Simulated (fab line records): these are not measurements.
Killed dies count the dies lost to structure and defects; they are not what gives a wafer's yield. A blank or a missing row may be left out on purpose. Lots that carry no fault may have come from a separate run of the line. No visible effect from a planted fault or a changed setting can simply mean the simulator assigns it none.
Which tool is to blame?	flow nandHarc	33 wafers from 11 lots sampled at 5 of the route's 1302 steps

## WHAT EACH GAUGE READ, for each wafer
NHARC_P_M1_INSPECT_27.
lot	measured	on	rawDefectCount
L276	day 6 08:47	defectInspect-01	649 639 551
L277	day 6 23:05	defectInspect-01	301 213 311
L278	day 7 01:52	defectInspect-02	257 263 225
L281	day 8 08:38	defectInspect-01	153 144 201
L282	day 8 20:03	defectInspect-02	265 251 245
L285	day 10 02:40	defectInspect-01	239 453 332
L286	day 10 16:19	defectInspect-01	273 250 222
L289	day 11 15:01	defectInspect-02	522 460 200
L290	day 12 15:24	defectInspect-01	258 376 340
L298	day 15 11:30	defectInspect-02	226 155 169
L299	day 15 18:34	defectInspect-02	364 379 445

NHARC_P_M2_INSPECT_11.
lot	measured	on	rawDefectCount
L276	day 6 10:17	defectInspect-02	8 7 12
L277	day 7 00:36	defectInspect-01	2 4 3
L278	day 7 03:22	defectInspect-02	1 4 2
L281	day 8 10:09	defectInspect-01	7 11 2
L282	day 8 21:33	defectInspect-02	4 6 4
L285	day 10 04:10	defectInspect-02	3 2 1
L286	day 10 17:50	defectInspect-01	7 1 1
L289	day 11 16:32	defectInspect-02	7 1 9
L290	day 12 16:49	defectInspect-01	2 3 2
L298	day 15 12:54	defectInspect-01	15 6 5
L299	day 15 20:04	defectInspect-01	5 5 10

NHARC_END_SORT_01.
lot	measured	on	defectLimitedYield (%)	killedAtArray	killedAtOther	killedAtPeriphery	killedDies	killedOpen	killedShort
L276	day 24 14:05	prober-01	90.0 92.5 91.1	59 46 46	0 1 1	9 4 13	68 51 60	4 1 6	2 1 3
L277	day 25 09:58	prober-01	95.9 95.3 95.3	26 29 26	0 1 1	2 2 5	28 32 32	4 1 2	0 3 0
L278	day 25 04:16	prober-02	84.8 86.6 85.8	97 86 93	4 0 0	2 5 3	103 91 96	5 3 4	4 1 4
L281	day 26 15:25	prober-02	88.3 90.5 89.5	72 56 63	0 1 2	7 7 6	79 64 71	2 9 9	3 1 5
L282	day 27 21:47	prober-02	92.3 90.5 90.5	51 62 64	0 0 0	1 2 0	52 64 64	2 4 2	4 3 4
L285	day 28 06:38	prober-01	94.8 96.0 94.5	33 25 32	0 0 3	2 2 2	35 27 37	4 3 4	3 1 1
L286	day 28 18:31	prober-02	88.8 86.7 89.8	71 87 65	2 1 2	3 2 2	76 90 69	2 6 2	4 5 0
L289	day 29 11:12	prober-02	91.0 89.5 0.9	55 71 58	0 0 0	6 0 613	61 71 671	3 4 4	1 3 3
L290	day 31 05:47	prober-01	1.2 87.9 87.9	49 79 80	2 1 1	618 2 1	669 82 82	1 3 5	1 1 1
L298	day 33 03:29	prober-01	90.3 93.5 92.2	53 37 50	0 2 0	13 5 3	66 44 53	2 3 5	6 0 2
L299	day 33 04:50	prober-02	88.9 88.9 87.0	69 75 79	0 0 0	6 0 9	75 75 88	2 2 3	7 6 1

## EACH LOT AND THE TOOL THAT RAN IT (in order: tool; ch and the chambers of the sampled wafers; start)
lot	NHARC_P_M2_STRIP_18	NHARC_P_M2_ETCH_28
L276	rieDiel-05 ch 0,2,3, day 6 10:44	rieDiel-05 ch 0,2,3, day 6 11:01
L277	rieDiel-13 ch 1,2,3, day 7 01:08	rieDiel-13 ch 2,3, day 7 01:20
L278	rieDiel-03 ch 0,1,2, day 7 03:53	rieDiel-03 ch 0,1,2, day 7 04:06
L281	rieDiel-03 ch 0,1,3, day 8 10:37	rieDiel-03 ch 0,1, day 8 10:49
L282	rieDiel-13 ch 1,3, day 8 22:01	rieDiel-13 ch 1,2, day 8 22:14
L285	rieDiel-05 ch 0,3, day 10 04:37	rieDiel-05 ch 0,3, day 10 04:54
L286	rieDiel-03 ch 1,3, day 10 18:19	rieDiel-03 ch 0,2, day 10 18:31
L289	rieDiel-13 ch 0,2,3, day 11 16:59	rieDiel-13 ch 0,2,3, day 11 17:13
L290	rieDiel-03 ch 0,1, day 12 17:15	rieDiel-13 ch 0,2,3, day 12 17:32
L298	rieDiel-03 ch 0,2,3, day 15 13:22	rieDiel-03 ch 2,3, day 15 13:35
L299	rieDiel-13 ch 0,1,2, day 15 20:31	rieDiel-13 ch 0,1, day 15 20:45
- NHARC_P_M2_STRIP_18: strips in N2/H2.
- NHARC_P_M2_ETCH_28: etches the open film in CF4/N2, target depth 30 nm, time 72.99 s.

## AS READ BY THE TOOLS THEMSELVES (means over the sampled wafers that have a number; for cases with no such wafer, the mark the record gives instead)
NHARC_P_M2_STRIP_18.
lot	tool	chamberPressureMTorr (mTorr)	drypumpMotorCurrentA (A)	oesProductAu (a.u.)	rfVppV (V)	showerheadPlenumPTorr (Torr)	throttleValvePct (%)
L276	rieDiel-05	30.001	5.9	1.003	91.8	2.17	14.175
L277	rieDiel-13	29.998	5.7	1.011	90.6	2.04	14.170
L278	rieDiel-03	30.001	5.9	0.984	90.9	2.10	14.170
L281	rieDiel-03	29.976	5.6	0.995	90.8	2.07	14.170
L282	rieDiel-13	29.955	5.8	1.000	89.1	2.01	14.170
L285	rieDiel-05	29.999	5.5	1.009	91.1	2.16	14.168
L286	rieDiel-03	29.991	5.9	1.007	91.1	2.02	14.163
L289	rieDiel-13	29.996	5.7	0.995	90.4	2.00	14.172
L290	rieDiel-03	29.986	5.6	0.992	91.0	2.11	14.170
L298	rieDiel-03	30.030	5.6	0.979	91.5	2.11	14.173
L299	rieDiel-13	30.000	5.8	1.015	91.3	2.05	14.167

NHARC_P_M2_ETCH_28.
lot	tool	chamberPressureMTorr (mTorr)	drypumpMotorCurrentA (A)	oesProductAu (a.u.)	rfVppV (V)	runLengthS (s)	showerheadPlenumPTorr (Torr)	throttleValvePct (%)
L276	rieDiel-05	29.991	5.9	1.004	316.4	94.6	2.78	19.802
L277	rieDiel-13	30.008	5.6	1.007	315.7	94.1	2.65	19.785
L278	rieDiel-03	30.000	5.9	0.982	314.9	94.0	2.70	19.800
L281	rieDiel-03	30.026	6.0	0.990	314.7	94.4	2.66	19.788
L282	rieDiel-13	30.015	5.9	1.005	315.0	94.4	2.69	19.801
L285	rieDiel-05	30.009	5.9	1.001	316.2	94.5	2.77	19.796
L286	rieDiel-03	30.015	5.6	0.996	316.4	93.5	2.75	19.804
L289	rieDiel-13	30.012	5.7	0.988	312.8	86.4	2.58	19.797
L290	rieDiel-13	30.020	5.6	1.000	313.9	86.2	2.58	19.794
L298	rieDiel-03	29.992	5.6	0.989	314.4	94.2	2.65	19.787
L299	rieDiel-13	30.015	5.9	1.002	313.5	93.7	2.57	19.794

## THE ANSWER, worked out from the rows above alone
Rule: the lots themselves supply what counts as usual. Put in order of their means at a reading, lots are off if they are a third of the lots or fewer, leave a main group of 4 or more, and stand apart from it by a gap of 3 or more times the standard deviation of the main group's means; of several such gaps the widest counts. A main group is skipped when, at the precision printed for the reading in the tables above, its means are all equal. Also off: a lot with no number at a reading for which 4 or more lots have one. Any other lot the step has rows for is counted as sound. After the gauges, taken in route order, come the tools' own readings; for these a lot's mean is taken, as printed above. The first step at which some lot is off is used, and at that step the reading that is off furthest; a lot without a number counts as furthest.
Off, at NHARC_END_SORT_01 on killedAtPeriphery: L289, L290. The main group has a mean of 4.3 with a standard deviation of 2.5.
A tool fits if, at a process step before that reading, it ran every lot that is off, and no sound lot after the first of them. The gauges at NHARC_END_SORT_01 aren't tried: what is off there is off at NHARC_P_M2_ETCH_28 too, on other tools, and a gauge's error can't cause that. No candidate that was tried fits.

## WHAT THE SIMULATOR HAD PUT IN
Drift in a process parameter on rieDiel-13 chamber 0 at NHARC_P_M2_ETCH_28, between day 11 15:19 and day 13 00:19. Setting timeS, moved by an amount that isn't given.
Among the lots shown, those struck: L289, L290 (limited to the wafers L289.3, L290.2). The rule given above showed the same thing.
